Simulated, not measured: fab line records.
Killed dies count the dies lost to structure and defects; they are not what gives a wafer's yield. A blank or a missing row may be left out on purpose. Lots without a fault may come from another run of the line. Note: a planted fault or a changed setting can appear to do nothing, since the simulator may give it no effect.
Code-filled problem report in 8D (eight disciplines) form    flow nand_harc    the parts of the form that need people (team, actions taken, sign-off) are left out

== 1. WHAT WENT WRONG ==
Wafers without a fault read 1001 nm with a standard deviation of 9.4, while thk_nm at NHARC_A_ONON_D2_THK_MEAS_27 averages 562 nm across 2 wafers of 1 lot. Relative to the usual mean, that is a shift of -47 standard deviations.
The step: measures by ellipsometry.
Earliest sighting: wafer L618.1 on film_metro-02 at day 15 22:21. The record has a number at this step for 39 wafers belonging to 13 lots. Rule for "out" (also "out of limits"): further than 4 standard deviations from the usual mean. All remaining wafers that have a number are taken as sound.

== 2. WHAT IT IS, WHAT IT ISN'T ==
question                     is                 is not
which readings at this step  thk_nm             -
which lots                   L618               L611, L612, L613, L614, L616, L617, L626, L627, L629, L630, L632, L633
which wafers of those lots   L618.1, L618.6     L618.4
read on which gauges         film_metro-02      film_metro-01
when                         from day 15 22:21  up to then (19 sound wafers); but 18 sound wafers of L626, L627, L629, L630, L632, L633 came after

== 3. WHAT RULES OUT EACH SUSPECT ==
Counting: if a tool at a process step up to the reading ran every lot that is out, it stays a suspect. Sound lots after the first of them don't rule it out here, since some wafers of a struck lot are sound.
- the gauge at NHARC_A_ONON_D2_THK_MEAS_27: kept. All the wafers that are out were read on film_metro-02, and no step on other tools shows them out.
- cmp-03 at NHARC_A_DECK1_JOINT_CMP_02 (polishes SiOx): kept. It ran the lot that is out, L618 (day 15 09:47); its last sound lot up to then is L616 (day 14 18:02).
- pecvd_onon-04 at NHARC_A_ONON_D2_DEP_25 (target thk 1000 nm): kept. It ran the lot that is out, L618 (day 15 21:51); its last sound lot up to then is L616 (day 15 06:32).
- Within cmp-03 at NHARC_A_DECK1_JOINT_CMP_02: the wafers that are out ran in chambers 0, 2; their sound lot-mates ran in chamber 1.
The count leaves cmp-03 at NHARC_A_DECK1_JOINT_CMP_02, pecvd_onon-04 at NHARC_A_ONON_D2_DEP_25, and film_metro-02 at NHARC_A_ONON_D2_THK_MEAS_27.

== 4. THE CAUSE (what the simulator had put in) ==
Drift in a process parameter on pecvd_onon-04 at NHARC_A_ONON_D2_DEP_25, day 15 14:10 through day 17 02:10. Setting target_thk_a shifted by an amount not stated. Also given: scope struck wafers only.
Counting left 3 suspects, and this tool is among them.

== 5. THE EFFECT CHAIN, in route order ==
Rows list readings where the struck wafers' mean (over those with a number) sits beyond 3 standard deviations from the usual. Scope: only readings with a usual standard deviation given in the record; hours: median across lots of the time from each lot's start at the first step in this table that gives one to its start at this step; sigmas: change in usual standard deviations.
hours  step                         reading  usual    on struck wafers  change  sigmas
0      NHARC_A_ONON_D2_THK_MEAS_27  thk_nm   1001 nm  562               -438    -47

== 6. HOW IT WOULD HAVE BEEN CAUGHT EARLIER ==
In this record the first reading out of limits at a measuring or inspecting step was taken at day 15 22:21, 8 hours after the fault began at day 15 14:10.
The start of NHARC_A_ONON_D2_DEP_25 on pecvd_onon-04 came by day 15 22:21 for every one of the lots that are out (1). Holding the tool at that point would not have protected any of them.
